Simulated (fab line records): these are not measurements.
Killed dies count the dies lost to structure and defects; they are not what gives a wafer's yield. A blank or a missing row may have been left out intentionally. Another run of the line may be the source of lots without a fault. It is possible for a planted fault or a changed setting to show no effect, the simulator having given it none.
Struck lot and sound lot, side by side	flow nand_harc	40 steps out of a route of 1302
Sound: the wafers L514.1, L514.3, L514.6. Struck: wafer L529.3 (left out: L529.4, L529.6 of the same lot, which were not struck); the cause appears at the end.
At each step with rows: each side's tool, then ch and its chambers, then its first start. Under that, the readings that differ: sound wafers	struck wafers	difference of the means	sigmas: that difference in standard deviations of wafers without a fault.
alike: words and numbers the same on both sides, and readings whose means are apart by under 2 such deviations; not compared: readings that were withheld, readings missing a value for some wafer, numbers with overlapping values and no deviation given by the record, and bounds like >300 which may hide the same value.
A row with sigmas, a row that says differs or no value, or rows on one side alone: a step with any of these is where the two part. Non-overlapping numbers with no deviation appear without sigmas and do not part them. A reading that every wafer of one side lacks parts them only if that side has two wafers or more.

first, 1 step without rows for these wafers: NHARC_P_M0_DEVELOP_08 (develop time 35 s).
NHARC_P_M0_CD_MEAS_09: target cd 90 nm.
  sound on cd_sem-03 ch 0, day 6 22:55; struck on cd_sem-02 ch 0, day 13 03:15
reading	sound	struck	difference	sigmas
cd_nm (nm)	90.4 90.6 89.6	88.3	-1.9	-2
NHARC_P_M0_OVL_MEAS_10: pitch 180 nm.
  sound on overlay-01, day 6 23:01; struck on overlay-01, day 13 03:20
reading	sound	struck	difference	sigmas
overlay_x_nm (nm)	0.8 0.7 0.5	-1.0	-1.7	-2
  alike: overlay_y_nm
NHARC_P_M0_INSPECT_11:
  sound on defect_inspect-01, day 6 23:03; struck on defect_inspect-01, day 13 03:23
  alike: raw_defect_count
then, 1 step without rows for these wafers: NHARC_P_M0_DESCUM_14 (chemistry O2, time 3 s).
NHARC_P_M0_ETCH_34: etches the open film in N2/H2, target depth 40 nm, overetch 12 nm, time 43.94 s.
  sound on rie_diel-12 ch 0,1,3, day 6 23:11; struck on rie_diel-12 ch 2, day 13 03:31
reading	sound	struck	difference	sigmas
rf_vpp_V (V)	435 434 434	427	-7	-2
showerhead_plenum_p_Torr (Torr)	2.16 2.14 2.17	1.91	-0.25	-2
  alike: drypump_motor_current_A, oes_product_au, throttle_valve_pct
  not compared: rf_hours_counter_h
then, 1 step without rows for these wafers: NHARC_P_M0_ETCH_15 (etches the open film in C4F8/Ar, target depth 150 nm, overetch 15 nm, time 82.5 s).
NHARC_P_M0_CD_MEAS_16:
  sound on cd_sem-01, day 6 23:24; struck on cd_sem-01, day 13 03:44
reading	sound	struck	difference	sigmas
cd_nm (nm)	90.7 91.7 90.8	87.3	-3.8	-3
then, 3 steps without rows for these wafers: NHARC_P_M0_STRIP_18 (strips in N2/H2); NHARC_P_M0_STRIP_19 (strips in post etch residue remover, time 600 s); NHARC_P_M0_DEGAS_28 (time 60 s).
NHARC_P_M0_PRE_CLEAN_29: time 30 s.
  sound on pvd_sputter-03; struck on pvd_sputter-01
  alike: heater_power_w
NHARC_P_M0_PVD_20: deposits TaN, target thk 5 nm, time 8.06 s.
  sound on pvd_sputter-03, day 7 00:10; struck on pvd_sputter-01, day 13 04:37
  alike: chamber_pressure_pa, throttle_valve_pct
then, 2 steps without rows for these wafers: NHARC_P_M0_PVD_21 (deposits Cu, target thk 30 nm, time 20.49 s); NHARC_P_M0_ECD_22 (material Cu, target thk 400 nm).
NHARC_P_M0_ANNEAL_30: time 90 s.
  sound on rtp_anneal-01 ch 0, day 7 00:48; struck on rtp_anneal-01 ch 0, day 13 05:20
  alike: wafer_temp_C_max
then, 1 step without rows for these wafers: NHARC_P_M0_CMP_23 (polishes, t overpolish 20 s, target thk 117.54 nm).
NHARC_P_M0_THK_MEAS_24: measures by xrf.
  sound on film_metro-02, day 7 01:27; struck on film_metro-02, day 13 05:54
  alike: thk_nm
then, 13 steps without rows for these wafers: NHARC_P_M0_SRD_25; NHARC_P_M0_PRE_CLEAN_31 (time 12 s); NHARC_P_M0_DEP_32 (deposits SiCN, target thk 30 nm); NHARC_P_M1_DEP_00 (deposits SiOC, target thk 182.5 nm); NHARC_P_M1_DEHYDRATE_01 (time 120 s); NHARC_P_M1_HMDS_02 (time 30 s); NHARC_P_M1_COAT_34 (time 65 s); NHARC_P_M1_COAT_03 (resist thk 90 nm); NHARC_P_M1_SOFTBAKE_04 (time 55 s); NHARC_P_M1_EBR_05; NHARC_P_M1_EXPOSE_06 (exposes mask P M1, target cd 130 nm); NHARC_P_M1_PEB_07 (peb time 65 s); NHARC_P_M1_DEVELOP_08 (develop time 35 s).
NHARC_P_M1_CD_MEAS_09: target cd 130 nm.
  sound on cd_sem-02 ch 0, day 7 02:53; struck on cd_sem-03 ch 0, day 13 07:20
reading	sound	struck	difference	sigmas
cd_nm (nm)	131.5 130.3 132.2	129.1	-2.2	-3
NHARC_P_M1_OVL_MEAS_10: pitch 260 nm.
  sound on overlay-01, day 7 02:58; struck on overlay-02, day 13 07:26
  alike: overlay_x_nm, overlay_y_nm
then, 2 steps without rows for these wafers: NHARC_P_M1_DESCUM_14 (chemistry O2, time 3 s); NHARC_P_M1_ETCH_35 (etches the open film in N2/H2, target depth 40 nm, overetch 12 nm, time 43.94 s).
NHARC_P_M1_ETCH_15: etches the open film in C4F8/Ar, target depth 182.5 nm, time 91.2 s.
  sound: rie_diel-10 ch 0,3; struck: rie_diel-05 ch 3
  alike: oes_product_au, rf_vpp_V
  not compared: rf_hours_counter_h
NHARC_P_M1_CD_MEAS_16:
  sound on cd_sem-02, day 7 03:22; struck on cd_sem-02, day 13 07:50
reading	sound	struck	difference	sigmas
cd_nm (nm)	130.9 130.5 131.5	128.8	-2.2	-2
then, 1 step without rows for these wafers: NHARC_P_M1_STRIP_18 (strips in N2/H2).
NHARC_P_M1_ETCH_28: etches the open film in CF4/N2, target depth 30 nm, time 72.99 s.
  sound: rie_diel-03 ch 0,2,3; struck: rie_diel-10 ch 2
  alike: drypump_motor_current_A, oes_product_au, rf_vpp_V, showerhead_plenum_p_Torr, throttle_valve_pct
  not compared: rf_hours_counter_h
-- the record jumps here: 17 days lie between the struck wafers' starts before and after (it left off in module P_M1 and takes up again in module END, whose first step shown is number 1302 of the route) --
NHARC_END_SORT_01:
  sound on prober-01 ch 0, day 25 04:04; struck on prober-02 ch 0, day 30 17:26
reading	sound	struck	difference	sigmas
defect_limited_yield (%)	93 94 92	80	-13	-4
killed_at_periphery	2 3 6	80	+76	+26
killed_dies	50 38 53	134	+87	+4
  alike: killed_at_array, killed_at_other, killed_open, killed_short

WHERE THEY PART
Earliest at NHARC_P_M0_CD_MEAS_09; latest, in this record, at NHARC_END_SORT_01.

WHY: the cause the simulator had injected
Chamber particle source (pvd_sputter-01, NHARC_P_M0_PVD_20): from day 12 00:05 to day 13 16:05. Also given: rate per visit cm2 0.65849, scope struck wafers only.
